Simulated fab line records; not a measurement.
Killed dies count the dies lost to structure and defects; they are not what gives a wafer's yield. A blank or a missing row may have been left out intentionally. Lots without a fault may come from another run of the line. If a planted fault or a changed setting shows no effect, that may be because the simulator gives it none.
fab line records	flow n5_finfet
record: lots: 11	wafers: 31	last_day: 18
route steps=1938 shown DUMMY_GATE@215 BEOL_M4@1111 PASSIVATION@1916
lots with no fault: from the same line, run without faults
start_h: the number of hours between the record's first day and the start of the first shown wafer of the lot	wait_h: time in hours since the lot's previous step	" identical to the entry in the row above	L1.1+2: several wafers, shown together as one row	- no value, or no start was given	* or withheld: withheld	< > ~ a bound
route shown NAME@n: names a module that has steps shown in the file, with the first one's number in the route	usual: mean and standard deviation over wafers with no fault	same: alike in all rows	chamber/n: place in a boat	sites: per-site readings	_std_site: their standard deviation	_edge_site: the outer-site mean with the inner-site mean subtracted	radius_mm: how far each site lies from the wafer's centre	mask NAME#n: copy n	behind: the tool/chamber that last shaped the wafer	hold: the reason the lot was held/the length of the hold in hours/how it ended	device: the n, p or np transistor that did not switch	end of line: the same wafers' tests at the end of the route	for a step that has no rows: nothing shown but its recipe	killed: dies lost to structure and defects at the first sort, not the wafer's yield	map: a wafer's dies, x killed, . not, _ none there
set.NAME: setting as actually run; set.NAME@STEP: the setting as run at that earlier step	model.NAME: the simulator's own value behind a step, which no gauge read
one table for each step of the route and one row for each wafer, over a sample of lots
services: the hour from which a tool's chamber was out of use, counted from the record's first day as start_h (under 0 if before that day), plus the number of hours and why
== steps ==
step: N5_DUMMY_GATE_CVD_03
recipe: material: a-Si	target_thk_a: 1500	temp_c: 530	precursor: SiH4	time_s: 8042
lot.wafer	tool	chamber	start_h	wait_h
L365.1+2+3	lpcvd-02	1/65,1/70,1/75	38.10	0.6
L366.3+4+6	lpcvd-02	1/75,1/79,1/89	43.09	0.1
L367.2+4+5	lpcvd-02	0/20,0/29,0/34	49.91	0.1
L368.3+4+6	lpcvd-02	1/50,1/54,1/64	55.86	0.1
L369.2+4+6	lpcvd-02	1/20,1/29,1/39	62.72	0.1
L371.3+4	lpcvd-01	0/50,0/54	74.54	0.1
L373.1+5+6	lpcvd-01	0/90,0/109,0/114	86.92	0.1
L385.1+2	lpcvd-01	1/90,1/95	157.27	0.1
L386.2+5+6	lpcvd-01	0/70,0/84,0/89	163.48	0.1
L387.2+3+5	lpcvd-01	1/95,1/100,1/109	169.50	0.1
L388.2+3+5	lpcvd-01	0/45,0/50,0/59	175.70	0.1
step: N5_BEOL_M4_RC_MEAS_101
usual: DIBL_N: 36.2/2.4	DIBL_P: 36.2/2.6	IOFF_N: 0.16/0.045	IOFF_P: 0.21/0.046	ION_N: 674/17	ION_P: 463/11	SS_N: 71.5/0.77	SS_P: 73.1/0.76	VT_N: 250/3.9	VT_P: -250/3.9
lot.wafer	tool	chamber	start_h	wait_h	DIBL_N[mV/V]	DIBL_P[mV/V]	IOFF_N[nA/um]	IOFF_P[nA/um]	ION_N[uA/um]	ION_P[uA/um]	SS_N[mV/dec]	SS_P[mV/dec]	VT_N[mV]	VT_P[mV]
L366.3	prober-02	0	162.94	0.3	32.4	31.4	0.10	0.13	667	456	69.5	71.9	254	-258
L366.4	"	0	"	"	30.5	28.2	0.07	0.10	649	448	69.5	70.9	261	-261
L366.6	"	0	"	"	37.0	37.0	0.18	0.20	678	463	71.2	73.7	249	-252
L365.1	prober-02	0	165.46	0.0	39.4	39.7	0.20	0.27	685	474	72.3	73.8	249	-244
L365.2	"	0	"	"	37.9	38.3	0.16	0.24	692	480	71.5	72.9	249	-249
L365.3	"	0	"	"	40.5	40.5	0.22	0.30	695	473	71.9	74.1	247	-245
L367.2	prober-01	0	165.86	0.2	34.6	37.3	0.13	0.16	646	439	71.7	73.4	258	-258
L367.4	"	0	"	"	32.8	36.1	0.12	0.15	677	470	71.7	72.2	253	-257
L367.5	"	0	"	"	31.4	34.6	0.10	0.14	658	457	70.6	72.7	255	-258
L368.3	prober-01	0	178.94	0.3	36.5	38.4	0.18	0.25	678	464	71.1	73.2	247	-246
L368.4	"	0	"	"	37.6	38.5	0.20	0.26	701	476	71.8	73.6	245	-246
L368.6	"	0	"	"	35.0	35.3	0.13	0.19	649	453	70.9	72.6	255	-250
L369.2	prober-01	0	185.97	0.2	37.8	36.7	0.15	0.17	669	445	72.4	73.7	253	-258
L369.4	"	0	"	"	38.2	37.9	0.16	0.20	678	464	71.1	74.5	250	-256
L369.6	"	0	"	"	36.8	35.4	0.12	0.16	644	438	72.1	73.0	257	-257
L371.3	prober-02	0	238.88	0.3	36.6	37.4	0.16	0.21	689	469	71.8	73.1	249	-250
L371.4	"	0	"	"	36.7	37.1	0.17	0.20	683	461	71.7	73.0	249	-253
L385.1	prober-02	0	294.34	0.0	37.1	36.7	0.18	0.21	680	467	72.7	73.1	248	-250
L385.2	"	0	"	"	35.6	35.6	0.15	0.20	657	448	71.6	73.5	252	-252
L386.2	prober-01	0	300.46	0.2	34.8	33.8	0.12	0.17	681	468	71.7	72.6	251	-254
L386.5	"	0	"	"	37.0	35.0	0.15	0.19	644	444	71.8	72.1	253	-253
L386.6	"	0	"	"	40.3	41.5	0.24	0.32	707	482	72.2	73.8	243	-244
L387.2	prober-02	0	309.45	0.2	35.4	35.4	0.14	0.22	663	456	70.9	73.0	250	-248
L387.3	"	0	"	"	33.3	32.2	0.10	0.17	647	452	70.8	72.6	258	-251
L387.5	"	0	"	"	34.5	34.5	0.13	0.21	674	474	71.5	72.9	255	-250
L388.2	prober-01	0	319.56	0.9	33.8	34.0	0.13	0.21	661	458	71.6	72.5	253	-248
L388.3	"	0	"	"	38.3	38.9	0.21	0.28	687	475	71.9	73.3	247	-245
L388.5	"	0	"	"	32.8	33.3	0.12	0.19	688	477	72.0	71.6	253	-250
step: N5_PASSIVATION_PECVD_35
recipe: material: SiNx	target_thk_a: 7000	temp_c: 400	precursor: SiH4/NH3/N2	pressure_torr: 4.9	rf_w: 1406	time_s: 151.3
usual: heater_power_w: 391/82	showerhead_plenum_p_Torr: 8.67/0.084	throttle_valve_pct: 28.5/1.6
same: time_s: 151.3
lot.wafer	tool	chamber	start_h	wait_h	heater_power_w	showerhead_plenum_p_Torr	throttle_valve_pct
L366.3	pecvd-03	1	237.87	0.1	458	8.58	28.9
L366.4	"	2	"	"	388	8.73	26.8
L366.6	"	1	"	"	481	8.51	28.7
L367.2	pecvd-02	1	239.43	0.1	445	8.73	29.2
L367.4	"	1	"	"	478	8.70	29.3
L367.5	"	0	"	"	563	8.65	29.7
L365.1	pecvd-03	1	249.29	0.1	407	8.52	28.8
L365.2	"	2	"	"	343	8.73	26.6
L365.3	"	1	"	"	458	8.56	28.8
L368.3	pecvd-04	1	258.43	0.1	410	8.76	32.2
L368.4	"	1	"	"	438	8.77	32.0
L368.6	"	0	"	"	322	8.67	27.2
L369.2	pecvd-04	0	271.02	0.1	307	8.72	27.3
L369.4	"	1	"	"	397	8.76	31.7
L369.6	"	2	"	"	368	8.73	28.8
L371.3	pecvd-03	0	362.56	0.1	399	8.52	29.4
L371.4	"	2	"	"	309	8.73	27.0
L386.2	pecvd-03	2	402.58	0.1	383	8.73	26.7
L386.5	"	2	"	"	245	8.73	26.8
L386.6	"	1	"	"	444	8.55	26.5
L385.1	pecvd-03	0	403.03	0.1	358	8.54	29.2
L385.2	"	2	"	"	376	8.72	26.7
L387.2	pecvd-03	0	415.29	0.1	313	8.54	29.4
L387.3	"	1	"	"	398	8.53	26.5
L387.5	"	1	"	"	449	8.55	26.5
L388.2	pecvd-04	0	428.59	0.1	304	8.70	27.7
L388.3	"	1	"	"	423	8.75	27.0
L388.5	"	0	"	"	327	8.68	27.5
step: N5_PASSIVATION_OVL_MEAS_66
recipe: points_per_wafer: 44
usual: PASS_OPEN_OVL: 0/5.2
lot.wafer	tool	chamber	start_h	wait_h	PASS_OPEN_OVL[nm]
L366.3	overlay-01	0	238.33	0.0	-2
L366.4	"	0	"	"	1
L366.6	"	0	"	"	-6
L367.2	overlay-01	0	239.89	0.0	-4
L367.4	"	0	"	"	2
L367.5	"	0	"	"	6
L365.1	overlay-02	0	249.93	0.0	-1
L365.2	"	0	"	"	1
L365.3	"	0	"	"	-7
L368.3	overlay-02	0	259.01	0.0	-2
L368.4	"	0	"	"	-7
L368.6	"	0	"	"	-1
L369.2	overlay-01	0	271.48	0.0	0
L369.4	"	0	"	"	-1
L369.6	"	0	"	"	1
L371.3	overlay-02	0	363.14	0.0	-8
L371.4	"	0	"	"	-6
L386.2	overlay-02	0	403.05	0.0	3
L386.5	"	0	"	"	-5
L386.6	"	0	"	"	-1
L385.1	overlay-01	0	403.62	0.0	5
L385.2	"	0	"	"	-1
L387.2	overlay-01	0	415.88	0.0	-6
L387.3	"	0	"	"	1
L387.5	"	0	"	"	4
L388.2	overlay-01	0	429.18	0.0	9
L388.3	"	0	"	"	7
L388.5	"	0	"	"	11
step: N5_PASSIVATION_ETCH_54
recipe: chemistry: CHF3/O2	target: SiO2	target_depth_a: 8800	CHF3_flow_sccm: 50	O2_flow_sccm: 5	Ar_flow_sccm: 200	time_s: 440	mask_material: PR	pressure_mtorr: 30	source_w: 650	bias_w: 170	ion_energy_ev: 200
usual: drypump_motor_current_A: 5.83/0.29	oes_product_au: 0.81/0.072	rf_vpp_V: 527/17	showerhead_plenum_p_Torr: 2.40/0.079	throttle_valve_pct: 18.8/0.32
same: time_s: 440
lot.wafer	tool	chamber	start_h	wait_h	drypump_motor_current_A	oes_product_au	rf_hours_counter_h	rf_vpp_V	showerhead_plenum_p_Torr	throttle_valve_pct
L366.3	rie_diel-04	3	238.76	0.1	6.13	0.86	56	515	2.36	18.9
L366.4	"	2	"	"	5.80	0.84	43	504	2.34	18.4
L366.6	"	3	"	"	6.14	0.86	-	515	2.36	18.8
L367.2	rie_diel-03	3	240.25	0.1	5.30	0.80	89	519	2.43	18.7
L367.4	"	0	"	"	5.66	0.90	27	538	2.45	18.6
L367.5	"	0	"	"	5.68	0.91	-	538	2.45	18.6
L365.1	rie_diel-05	3	250.34	0.1	5.82	0.75	199	547	2.40	19.1
L365.2	"	1	"	"	5.35	0.78	123	565	2.51	18.6
L365.3	"	2	"	"	6.16	0.86	50	530	2.42	18.4
L368.3	rie_diel-05	1	259.36	0.1	5.34	0.77	126	565	2.51	18.6
L368.4	"	0	"	"	5.59	0.99	0	511	2.39	18.4
L368.6	"	3	"	"	5.85	0.75	-	548	2.39	19.1
L369.2	rie_diel-03	2	271.80	0.1	6.17	0.79	101	535	2.55	19.4
L369.4	"	0	"	"	5.65	0.89	34	538	2.45	18.6
L369.6	"	2	"	"	6.16	0.79	-	535	2.55	19.4
L371.3	rie_diel-04	2	363.46	0.1	5.85	0.80	88	502	2.32	18.5
L371.4	"	2	"	"	5.83	0.80	-	504	2.32	18.5
L386.2	rie_diel-03	0	403.37	0.1	5.66	0.83	76	537	2.43	18.6
L386.5	"	2	"	"	6.17	0.76	-	535	2.54	19.4
L386.6	"	3	"	"	5.30	0.76	-	517	2.41	18.8
L385.1	rie_diel-03	2	404.09	0.1	6.15	0.76	145	535	2.53	19.4
L385.2	"	3	"	"	5.30	0.75	139	516	2.41	18.8
L387.2	rie_diel-05	3	416.21	0.1	5.85	0.96	2	546	2.38	18.7
L387.3	"	2	"	"	6.17	0.79	109	530	2.40	18.5
L387.5	"	0	"	"	5.57	0.87	-	510	2.37	18.5
L388.2	rie_diel-05	3	429.50	0.1	5.84	0.92	7	547	2.37	18.7
L388.3	"	2	"	"	6.17	0.78	114	528	2.40	18.5
L388.5	"	2	"	"	6.15	0.78	-	529	2.40	18.5
step: N5_PASSIVATION_PROBE_49
usual: defect_limited_yield: 91.2/1.4	killed_at_M0_to_M3: 33/9.5	killed_at_M4_up: 13/4.7	killed_at_contacts: 11/5.3	killed_at_front_end: 42/12	killed_at_other: 5/3.3	killed_dies: 104/17	killed_on_rim: 14/4	killed_open: 67/12	killed_short: 33/7.7	sort_bin_5_function: 5.1/0.94	sort_bin_6_memory: 3.3/0.67	sort_bin_8_speed: 0.1/1.3	sort_n_pass: 1074/24	sort_yield_pct: 91.1/2
same: gross_dies: 1180	killed_at_back_side: 0	sort_bin_4_leakage[%]: 0
lot.wafer	tool	chamber	start_h	wait_h	defect_limited_yield[%]	killed_at_M0_to_M3	killed_at_M4_up	killed_at_contacts	killed_at_front_end	killed_at_other	killed_dies	killed_on_rim	killed_open	killed_short	sort_bin_5_function[%]	sort_bin_6_memory[%]	sort_bin_8_speed[%]	sort_n_pass	sort_yield_pct[%]
L373.1	prober-02	-	345.58	0.0	0	37	19	13	1107	4	1180	152	91	33	95.2	4.4	0	0	0
L373.5	prober-02	-	345.78	0.2	0	34	15	25	1103	3	1180	152	86	31	95.7	4.2	0	0	0
L373.6	prober-02	-	345.83	0.3	0	28	23	15	1111	3	1180	152	85	38	95.6	4.0	0	0	0
L386.2	prober-01	-	408.00	0.1	91.4	33	14	2	49	3	101	11	67	32	5.4	2.8	0	1079	91.4
L386.5	prober-01	-	408.15	0.2	91.7	21	16	4	56	1	98	20	72	25	4.5	3.7	0.5	1076	91.2
L386.6	prober-01	-	408.20	0.3	91.6	29	13	3	53	1	99	11	81	18	5.3	2.9	0	1081	91.6
killed by level:class
L373.1 DUMMY_GATE:area_cvd=1052 FIN_SAQP:geometric_particle:open=16 BEOL_M0_SAQP:geometric_particle:open=12 MOL_CONTACT_COAG:geometric_particle:open=11 DUMMY_GATE:geometric_particle:open=9 GATE_CUT:geometric_particle:open=7 FIN_SAQP:geometric_particle:short=5 GATE_CUT:geometric_particle:short=5
L373.5 DUMMY_GATE:area_cvd=1056 MOL_CONTACT_COAG:geometric_particle:open=23 BEOL_M0_SAQP:geometric_particle:open=15 FIN_SAQP:geometric_particle:open=10 BEOL_M0_SAQP:geometric_particle:short=10 STI_FIN_REVEAL:geometric_particle:open=7 GATE_CUT:geometric_particle:short=7 DUMMY_GATE:geometric_particle:open=6
L373.6 DUMMY_GATE:area_cvd=1054 FIN_SAQP:geometric_particle:short=18 FIN_SAQP:geometric_particle:open=14 MOL_CONTACT_COAG:geometric_particle:open=12 BEOL_M5:geometric_particle:open=10 DUMMY_GATE:geometric_particle:open=8 BEOL_M0_SAQP:geometric_particle:open=8 BEOL_M3:geometric_particle:open=7
L386.2 FIN_SAQP:geometric_particle:open=17 BEOL_M3:geometric_particle:open=14 FIN_SAQP:geometric_particle:short=11 GATE_CUT:geometric_particle:short=4 BEOL_M0_SAQP:geometric_particle:open=4 BEOL_M4:geometric_particle:open=4 BEOL_M4:geometric_particle:short=4 STARTING-WAFER:geometric_particle:open=4
L386.5 FIN_SAQP:geometric_particle:open=29 DUMMY_GATE:geometric_particle:open=10 BEOL_M5:geometric_particle:open=5 FIN_SAQP:geometric_particle:short=4 BEOL_M2:geometric_particle:open=4 BEOL_M3:geometric_particle:open=4 BEOL_M4:geometric_particle:open=4 BEOL_M4:geometric_particle:short=4
L386.6 FIN_SAQP:geometric_particle:open=25 BEOL_M0_SAQP:geometric_particle:open=11 STI_FIN_REVEAL:geometric_particle:open=8 BEOL_M2:geometric_particle:open=7 FIN_SAQP:geometric_particle:short=6 STARTING-WAFER:geometric_particle:open=5 BEOL_M4:geometric_particle:open=4 GATE_CUT:geometric_particle:open=3
== services ==
tool	chamber	start_h	hours	kind
pecvd-04	1	21.01	24.5	repair
lpcvd-01	-	23.93	2.0	repair
rie_diel-03	1	29.95	4.0	repair
rie_diel-05	2	71.65	3.2	repair
rie_diel-05	1	71.87	4.6	repair
pecvd-04	-	120.19	2.8	pm
rie_diel-05	2	126.24	11.1	repair
rie_diel-03	3	191.96	1.7	repair
rie_diel-03	0	210.20	8.6	repair
rie_diel-03	1	224.57	8.3	repair
lpcvd-01	-	229.73	2.8	pm
lpcvd-02	-	252.84	6.0	pm
pecvd-03	-	258.91	2.8	pm
pecvd-03	-	284.92	28.1	pm
rie_diel-05	0	343.08	3.3	repair
rie_diel-03	3	343.44	1.5	repair
rie_diel-05	1	359.66	33.4	repair
rie_diel-05	0	399.67	2.8	repair
rie_diel-05	-	402.24	0.1	repair
rie_diel-05	1	409.93	3.3	repair
lpcvd-01	-	409.98	14.6	pm
lpcvd-02	-	410.70	1.5	repair
rie_diel-05	-	426.10	1.2	repair
rie_diel-05	0	427.72	3.9	repair
== key ==
first_sign: step: N5_PASSIVATION_PROBE_49	reading: sort_bin_5_function	direction: up	sigmas: 96	usual: 5.1	struck: 95.5
effect: step: N5_PASSIVATION_PROBE_49	reading: killed_at_front_end	direction: up	sigmas: 85	usual: 42	struck: 1107
more_kills_born_at: N5_DUMMY_GATE_CVD_03@lpcvd-01: 3162
met_at N5_DUMMY_GATE_CVD_03
struck_lots L373
later_rows_left_out L373.1,L373.5,L373.6
not_acting_at N5_PASSIVATION_PECVD_35,N5_PASSIVATION_OVL_MEAS_66,N5_PASSIVATION_ETCH_54
onset_between 74.54 86.92
fault: kind: process_parameter_drift	tool: lpcvd-01	chamber: -	onset_h: 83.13	steps: N5_DUMMY_GATE_CVD_03	channel: time_s	offset: *	shape: step	end_h: 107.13	acts_in: *	stated: *
later_rows_left_out: the simulator's readings of these wafers behind a module that went badly wrong aren't trusted and aren't shown, but for the sort
